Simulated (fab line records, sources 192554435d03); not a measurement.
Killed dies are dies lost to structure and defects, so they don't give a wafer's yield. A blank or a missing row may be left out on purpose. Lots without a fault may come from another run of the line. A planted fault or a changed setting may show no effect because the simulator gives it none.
A struck lot beside a sound one | flow n5_finfet | 23 steps out of a route of 1938
Sound: wafers L673.1, L673.2, L673.4. Struck: wafers L692.3, L692.5, L692.6. The cause comes at the end.
At each step with rows: each side's tool, then ch and its chambers, then its first start. Under that, the readings that differ: sound wafers | struck wafers | difference of the means | sigmas: that difference in standard deviations of wafers without a fault.
alike: readings whose means differ by less than 2 such deviations, and words and numbers that are the same on both sides. not compared: withheld readings, readings that some wafer has no value for, bounds like >300 that may hide the same value, and numbers for which the record gives no deviation and whose values overlap.
The two part at a step that has a row with sigmas, a row that says differs or no value, or rows on one side only. Numbers that don't overlap but have no deviation are shown without sigmas and don't part them. A reading that every wafer of one side lacks parts them only if that side has two wafers or more.

first, 8 steps without rows for these wafers: N5_BEOL_M6_ANNEAL_51 (time 90 s); N5_BEOL_M6_CMP_52 (polishes, stops on SiCOH lowk, t overpolish 6.9 s, target thk 80 nm); N5_BEOL_M6_PRE_CLEAN_55 (time 15 s); N5_BEOL_M6_DEP_56 (deposits SiCN from 3MS/NH3, target thk 10 nm, time 17.5 s); N5_BEOL_M7_ILD_DEP_00 (deposits SiCOH lowk from DEMS/porogen, target thk 179.75 nm, time 33.4 s); N5_BEOL_M7_CURE_74 (cures SiCOH lowk, time 240 s); N5_BEOL_M7_PECVD_70 (deposits SiO2 from TEOS/O2, target thk 20 nm, time 22.7 s); N5_BEOL_M7_HM_DEP_02 (deposits TiN, target thk 20 nm).
N5_BEOL_M7_COAT_59: time 60 s, resist thk 100 nm.
  sound on litho_track-04 ch 0, day 10 00:17; struck on litho_track-04 ch 0, day 14 10:10
  reading                                  | sound                | struck               | difference | sigmas
  spin_speed_rpm (rpm)                     | 1498.3 1498.1 1500.2 | 1410.3 1410.3 1410.0 | -88.7      | -81
  model.SOC_of_BEOL_M7_COAT_59.thk_nm (nm) | 100 100 100          | 103.2 103.4 103.4    | +3.3       |
then, 9 steps without rows for these wafers: N5_BEOL_M7_COAT_60 (time 60 s, resist thk 35 nm); N5_BEOL_M7_COAT_05 (resist thk 90 nm); N5_BEOL_M7_EBR_07; N5_BEOL_M7_SOFTBAKE_06 (time 60 s); N5_BEOL_M7_EXPOSE_08 (exposes mask M7); N5_BEOL_M7_PEB_09 (peb time 60 s); N5_BEOL_M7_DEVELOP_10 (develop time 30 s); N5_BEOL_M7_DESCUM_16 (chemistry O2, time 7.9 s); N5_BEOL_M7_ETCH_61 (etches SiARC in CF4, target depth 45.5 nm, time 75.8 s).
N5_BEOL_M7_ETCH_62: etches SOC in N2/H2, target depth 110 nm, overetch 22 nm, time 165 s.
  sound on rie_diel-02 ch 0,1,3, day 10 01:52; struck on rie_diel-04 ch 0,2,3, day 14 10:35
  reading                  | sound            | struck            | difference | sigmas
  model.etch.depth_nm (nm) | 99.92 100.1 99.9 | 103.2 103.4 103.3 | +3.3       |
  alike: chamber_pressure_mTorr, drypump_motor_current_A, h2_flow_sccm, oes_product_au, rf_vpp_V, showerhead_plenum_p_Torr, throttle_valve_pct
  not compared: rf_hours_counter_h
then, 2 steps without rows for these wafers: N5_BEOL_M7_STRIP_68 (strips in N2/H2); N5_BEOL_M7_STRIP_67 (strips in CF4).
N5_BEOL_M7_HM_OPEN_17: chemistry Cl2/BCl3, target TiN, target depth 20 nm, overetch 6 nm.
  sound on rie_metal-01 ch 0,1, day 10 02:04; struck on rie_metal-01 ch 0,1, day 14 10:48
  reading                                  | sound        | struck         | difference | sigmas
  model.SOC_of_BEOL_M7_COAT_59.thk_nm (nm) | 92 92.2 91.8 | 95.2 95.4 95.2 | +3.3       |
  alike: chamber_pressure_mTorr, drypump_motor_current_A, oes_ar_750_au, oes_product_au, throttle_valve_pct
  not compared: rf_hours_counter_h
then, 1 step without rows for these wafers: N5_BEOL_M7_STRIP_19 (strips in O2).

WHERE THEY PART
Only at N5_BEOL_M7_COAT_59, within this record. Later steps at which nothing parts them and some readings are alike: N5_BEOL_M7_ETCH_62, N5_BEOL_M7_HM_OPEN_17.

WHY: what the simulator had put in
Process parameter drift: litho_track-04, from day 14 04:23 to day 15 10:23, at N5_BEOL_M7_COAT_59. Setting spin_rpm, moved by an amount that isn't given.
